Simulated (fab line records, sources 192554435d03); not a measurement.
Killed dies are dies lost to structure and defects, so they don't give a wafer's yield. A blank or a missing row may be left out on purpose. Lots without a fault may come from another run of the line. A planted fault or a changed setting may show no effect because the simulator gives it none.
Which tool did it? | flow n5_finfet | 22 lots, 66 wafers sampled, at 5 steps of a route of 1938

WHAT THE GAUGES READ, wafer by wafer
N5_BEOL_M11_OVL_MEAS_12.
lot  | measured     | on         | M11_OVL (nm)
L074 | day 9 17:44  | overlay-02 | -2.0 -2.4 -1.0
L076 | day 10 05:36 | overlay-02 | -1.4 -0.8 -1.1
L075 | day 10 11:46 | overlay-01 | -1.9 -1.4 -0.2
L077 | day 11 06:56 | overlay-01 | -0.6 -0.7 -0.5
L079 | day 11 10:46 | overlay-01 | 0.2 -1.5 -0.1
L080 | day 11 14:52 | overlay-01 | -0.7 -0.4 -2.0
L078 | day 11 15:01 | overlay-02 | -2.0 -0.6 -2.4
L082 | day 11 18:35 | overlay-02 | 0.5 0.1 1.5
L083 | day 12 14:22 | overlay-02 | 0.3 -0.8 0.1
L084 | day 12 14:25 | overlay-01 | -0.3 -0.6 0.7
L085 | day 12 23:10 | overlay-02 | -1.0 0.0 -1.2
L086 | day 13 10:07 | overlay-01 | -0.5 0.9 0.0
L088 | day 13 13:37 | overlay-02 | 0.0 -0.7 -1.9
L087 | day 13 13:46 | overlay-01 | -0.5 -0.2 -0.6
L089 | day 14 04:50 | overlay-01 | -0.8 -0.6 0.4
L092 | day 14 09:28 | overlay-02 | -0.5 -1.1 0.3
L091 | day 14 09:37 | overlay-02 | -0.6 -0.5 -2.5
L090 | day 14 09:47 | overlay-01 | 0.6 0.7 -0.2
L093 | day 14 19:59 | overlay-02 | 0.4 -0.3 0.1
L095 | day 15 05:10 | overlay-02 | -1.1 -1.0 -0.5
L096 | day 16 03:31 | overlay-01 | 0.9 0.9 1.4
L097 | day 16 04:07 | overlay-01 | -1.3 0.6 -1.0

N5_BEOL_M12_THK_MEAS_01.
lot  | measured     | on            | M12_ILD_THK (nm)
L074 | day 10 02:14 | film_metro-01 | 654 658 657
L076 | day 10 10:47 | film_metro-02 | 663 663 666
L075 | day 10 16:02 | film_metro-01 | 655 649 671
L077 | day 11 11:49 | film_metro-01 | 658 664 662
L079 | day 11 18:48 | film_metro-01 | 646 656 653
L080 | day 11 21:38 | film_metro-01 | 646 657 662
L078 | day 11 21:59 | film_metro-01 | 651 654 670
L082 | day 12 00:29 | film_metro-02 | 654 645 660
L083 | day 12 21:29 | film_metro-01 | 656 657 663
L084 | day 12 21:19 | film_metro-01 | 650 649 649
L085 | day 13 06:07 | film_metro-02 | 657 661 663
L086 | day 13 15:22 | film_metro-01 | 647 655 654
L088 | day 13 19:29 | film_metro-02 | 652 673 660
L087 | day 13 20:00 | film_metro-01 | 651 655 651
L089 | day 14 11:08 | film_metro-01 | 661 673 670
L092 | day 14 18:06 | film_metro-01 | 656 658 664
L091 | day 14 16:37 | film_metro-01 | 667 663 672
L090 | day 14 18:22 | film_metro-02 | 643 638 663
L093 | day 15 01:12 | film_metro-02 | 648 667 670
L095 | day 15 10:15 | film_metro-02 | 646 648 649
L096 | day 16 08:54 | film_metro-02 | 658 662 662
L097 | day 16 09:11 | film_metro-02 | 642 644 660

N5_BEOL_M12_INSPECT_12: inspects for defects (macro).
lot  | measured     | on                | raw_defect_count
L074 | day 10 02:43 | defect_inspect-02 | 4 4 0
L076 | day 10 11:16 | defect_inspect-02 | 1 2 4
L075 | day 10 16:31 | defect_inspect-01 | 2 1 2
L077 | day 11 12:19 | defect_inspect-02 | 1 1 4
L079 | day 11 19:17 | defect_inspect-01 | 1 3 4
L080 | day 11 22:07 | defect_inspect-02 | 2 2 1
L078 | day 11 22:28 | defect_inspect-02 | 0 2 4
L082 | day 12 00:51 | defect_inspect-02 | 3 2 2
L083 | day 12 21:58 | defect_inspect-02 | 4 2 2
L084 | day 12 21:49 | defect_inspect-01 | 3 2 3
L085 | day 13 06:36 | defect_inspect-02 | 0 1 6
L086 | day 13 15:43 | defect_inspect-02 | 1 4 4
L088 | day 13 19:58 | defect_inspect-01 | 1 4 1
L087 | day 13 20:29 | defect_inspect-02 | 2 3 3
L089 | day 14 11:29 | defect_inspect-02 | 2 3 4
L092 | day 14 18:35 | defect_inspect-01 | 3 4 3
L091 | day 14 16:58 | defect_inspect-01 | 2 2 5
L090 | day 14 18:43 | defect_inspect-02 | 1 2 5
L093 | day 15 01:33 | defect_inspect-02 | 7 2 1
L095 | day 15 10:44 | defect_inspect-02 | 4 2 0
L096 | day 16 09:23 | defect_inspect-01 | 2 0 2
L097 | day 16 09:32 | defect_inspect-02 | 0 1 2

WHICH TOOL RAN EACH LOT (tool, then ch and the chambers of the sampled wafers, then the start)
lot  | N5_BEOL_M11_STRIP_67               | N5_BEOL_M11_ETCH_65
L074 | rie_diel-01 ch 0,1,3, day 9 18:20  | rie_diel-04 ch 0,2,3, day 9 23:04
L076 | rie_diel-01 ch 1,2, day 10 06:06   | rie_diel-04 ch 0,1,2, day 10 07:03
L075 | rie_diel-02 ch 1,2, day 10 12:04   | rie_diel-01 ch 1,3, day 10 12:44
L077 | rie_diel-02 ch 1,2,3, day 11 07:13 | rie_diel-01 ch 2,3, day 11 07:57
L079 | rie_diel-04 ch 1,2,3, day 11 11:04 | rie_diel-04 ch 1,2,3, day 11 13:24
L080 | rie_diel-01 ch 0,2,3, day 11 15:09 | rie_diel-02 ch 0,1,3, day 11 17:38
L078 | rie_diel-02 ch 2,3, day 11 15:19   | rie_diel-04 ch 1,2, day 11 17:47
L082 | rie_diel-02 ch 0,1, day 11 19:06   | rie_diel-02 ch 1,2, day 11 19:44
L083 | rie_diel-01 ch 0,1,3, day 12 14:49 | rie_diel-01 ch 0,1,3, day 12 16:50
L084 | rie_diel-02 ch 0,2,3, day 12 15:00 | rie_diel-02 ch 0,1,3, day 12 16:52
L085 | rie_diel-02 ch 0,1,3, day 13 00:06 | rie_diel-02 ch 0,2,3, day 13 00:58
L086 | rie_diel-04 ch 0,2,3, day 13 10:40 | rie_diel-02 ch 0,1,2, day 13 12:35
L088 | rie_diel-02 ch 1,2, day 13 14:05   | rie_diel-04 ch 1,2, day 13 14:43
L087 | rie_diel-01 ch 0,1, day 13 14:05   | rie_diel-01 ch 2,3, day 13 15:28
L089 | rie_diel-04 ch 1,2, day 14 05:07   | rie_diel-01 ch 1,2, day 14 07:56
L092 | rie_diel-02 ch 0,3, day 14 09:45   | rie_diel-02 ch 0,1, day 14 13:44
L091 | rie_diel-04 ch 1,3, day 14 09:55   | rie_diel-02 ch 0,3, day 14 13:11
L090 | rie_diel-01 ch 0,1,3, day 14 10:06 | rie_diel-02 ch 0,3, day 14 14:12
L093 | rie_diel-02 ch 0,1,3, day 14 20:17 | rie_diel-02 ch 0,1,3, day 14 21:36
L095 | rie_diel-02 ch 0,2,3, day 15 05:31 | rie_diel-01 ch 0,1,2, day 15 06:20
L096 | rie_diel-02 ch 0,1,3, day 16 03:49 | rie_diel-01 ch 0,1, day 16 05:02
L097 | rie_diel-01 ch 0,3, day 16 04:25   | rie_diel-02 ch 2,3, day 16 06:25
- N5_BEOL_M11_STRIP_67: strips in CF4.
- N5_BEOL_M11_ETCH_65: etches SiARC in CF4, target depth 39 nm, time 65 s.

WHAT THE TOOLS THEMSELVES READ (means of the sampled wafers that have a number; where no wafer has one, the mark that the record gives instead)
N5_BEOL_M11_STRIP_67.
lot  | tool        | chamber_pressure_mTorr (mTorr) | drypump_motor_current_A (A) | oes_product_au (a.u.) | rf_vpp_V (V) | showerhead_plenum_p_Torr (Torr) | throttle_valve_pct (%)
L074 | rie_diel-01 | 50.00                          | 5.7                         | 0.82                  | 271.7        | 1.83                            | 13.4
L076 | rie_diel-01 | 50.04                          | 5.6                         | 0.79                  | 270.9        | 1.76                            | 13.5
L075 | rie_diel-02 | 50.02                          | 5.3                         | 0.71                  | 271.8        | 1.80                            | 13.7
L077 | rie_diel-02 | 49.97                          | 5.2                         | 0.75                  | 270.6        | 1.80                            | 13.7
L079 | rie_diel-04 | 50.05                          | 5.3                         | 0.83                  | 271.5        | 1.82                            | 13.5
L080 | rie_diel-01 | 50.03                          | 5.5                         | 0.73                  | 271.3        | 1.83                            | 13.7
L078 | rie_diel-02 | 49.97                          | 5.0                         | 0.79                  | 270.3        | 1.76                            | 13.6
L082 | rie_diel-02 | 50.01                          | 5.9                         | 0.78                  | 272.4        | 1.85                            | 13.6
L083 | rie_diel-01 | 49.97                          | 5.6                         | 0.79                  | 271.7        | 1.82                            | 13.4
L084 | rie_diel-02 | 50.01                          | 5.5                         | 0.80                  | 271.7        | 1.78                            | 13.4
L085 | rie_diel-02 | 50.01                          | 5.7                         | 0.82                  | 271.9        | 1.82                            | 13.5
L086 | rie_diel-04 | 49.99                          | 5.3                         | 0.80                  | 271.6        | 1.79                            | 13.7
L088 | rie_diel-02 | 50.02                          | 5.3                         | 0.70                  | 271.0        | 1.80                            | 13.7
L087 | rie_diel-01 | 49.98                          | 5.5                         | 0.82                  | 272.2        | 1.83                            | 13.4
L089 | rie_diel-04 | 50.00                          | 4.8                         | 0.85                  | 272.2        | 1.87                            | 13.4
L092 | rie_diel-02 | 49.98                          | 6.0                         | 0.85                  | 271.7        | 1.79                            | 13.2
L091 | rie_diel-04 | 50.00                          | 5.7                         | 0.93                  | 273.1        | 1.89                            | 13.5
L090 | rie_diel-01 | 49.96                          | 5.6                         | 0.78                  | 271.0        | 1.82                            | 13.5
L093 | rie_diel-02 | 50.01                          | 5.7                         | 0.80                  | 271.7        | 1.81                            | 13.5
L095 | rie_diel-02 | 49.98                          | 5.5                         | 0.88                  | 270.8        | 1.78                            | 13.2
L096 | rie_diel-02 | 50.02                          | 5.7                         | 0.79                  | 271.6        | 1.81                            | 13.6
L097 | rie_diel-01 | 50.01                          | 5.6                         | 0.70                  | 272.7        | 1.85                            | 13.7

N5_BEOL_M11_ETCH_65.
lot  | tool        | bias_w (W) | chamber_pressure_mTorr (mTorr) | drypump_motor_current_A (A) | etch_rf_on_time_s (s) | oes_product_au (a.u.) | rf_vpp_V (V) | showerhead_plenum_p_Torr (Torr) | throttle_valve_pct (%)
L074 | rie_diel-04 | 36.11      | 39.99                          | 5.3                         | 63.7                  | 0.72                  | 183.6        | 2.14                            | 15.6
L076 | rie_diel-04 | 36.01      | 40.00                          | 5.1                         | 62.9                  | 0.79                  | 183.2        | 2.19                            | 15.4
L075 | rie_diel-01 | 35.82      | 40.02                          | 5.9                         | 61.7                  | 0.75                  | 183.7        | 2.14                            | 15.3
L077 | rie_diel-01 | 36.03      | 40.02                          | 5.6                         | 64.2                  | 0.60                  | 184.1        | 2.18                            | 15.7
L079 | rie_diel-04 | 36.00      | 40.02                          | 5.2                         | 64.3                  | 0.71                  | 183.8        | 2.16                            | 15.6
L080 | rie_diel-02 | 36.04      | 40.00                          | 5.7                         | 64.2                  | 0.71                  | 183.9        | 2.17                            | 15.5
L078 | rie_diel-04 | 35.99      | 40.01                          | 5.0                         | 63.6                  | 0.78                  | 184.8        | 2.21                            | 15.3
L082 | rie_diel-02 | 35.97      | 39.99                          | 5.4                         | 64.3                  | 0.61                  | 184.1        | 2.19                            | 15.8
L083 | rie_diel-01 | 35.94      | 40.02                          | 5.7                         | 62.7                  | 0.70                  | 184.1        | 2.18                            | 15.5
L084 | rie_diel-02 | 36.01      | 40.05                          | 5.7                         | 63.9                  | 0.70                  | 184.2        | 2.17                            | 15.5
L085 | rie_diel-02 | 36.04      | 39.98                          | 5.5                         | 66.1                  | 0.68                  | 183.7        | 2.13                            | 15.4
L086 | rie_diel-02 | 36.08      | 39.97                          | 5.8                         | 66.0                  | 0.65                  | 184.6        | 2.17                            | 15.5
L088 | rie_diel-04 | 35.99      | 39.98                          | 4.9                         | 63.0                  | 0.75                  | 185.1        | 2.24                            | 15.4
L087 | rie_diel-01 | 35.89      | 40.00                          | 5.5                         | 65.6                  | 0.58                  | 184.2        | 2.15                            | 15.8
L089 | rie_diel-01 | 36.02      | 40.00                          | 5.6                         | 65.0                  | 0.65                  | 184.7        | 2.10                            | 15.6
L092 | rie_diel-02 | 36.05      | 40.02                          | 5.9                         | 64.6                  | 0.66                  | 185.0        | 2.20                            | 15.6
L091 | rie_diel-02 | 35.98      | 39.98                          | 5.4                         | 63.6                  | 0.72                  | 184.9        | 2.12                            | 15.5
L090 | rie_diel-02 | 35.84      | 40.01                          | 6.0                         | 64.0                  | 0.73                  | 183.9        | 2.14                            | 15.3
L093 | rie_diel-02 | 36.00      | 39.99                          | 5.7                         | 64.4                  | 0.68                  | 184.9        | 2.16                            | 15.6
L095 | rie_diel-01 | 35.90      | 40.03                          | 5.6                         | 63.6                  | 0.68                  | 184.8        | 2.14                            | 15.5
L096 | rie_diel-01 | 35.91      | 40.01                          | 5.7                         | 62.7                  | 0.73                  | 183.0        | 2.13                            | 15.3
L097 | rie_diel-02 | 36.12      | 40.00                          | 5.1                         | 65.6                  | 0.77                  | 183.5        | 2.10                            | 15.4

THE ANSWER, worked out from the rows above alone
Rule: what is usual is taken from the lots themselves. Put in order of their means at a reading, lots are off if they are a third of the lots or fewer, leave a main group of 4 or more, and stand apart from it by a gap of 3 or more times the standard deviation of the main group's means; of several such gaps the widest counts. A main group whose means are all the same, to the digits that the tables above print for the reading, isn't used. A lot without any number at a reading at which 4 lots or more have one is off too. The other lots that the step has rows for count as sound. The gauges are gone through in route order, then the tools' own readings, and for those a lot's mean is taken as printed above. The first step at which some lot is off is used, and at that step the reading that is off furthest; a lot without a number counts as furthest.
No lot is off at any reading shown: from this, nothing can be told.

WHAT THE SIMULATOR HAD PUT IN
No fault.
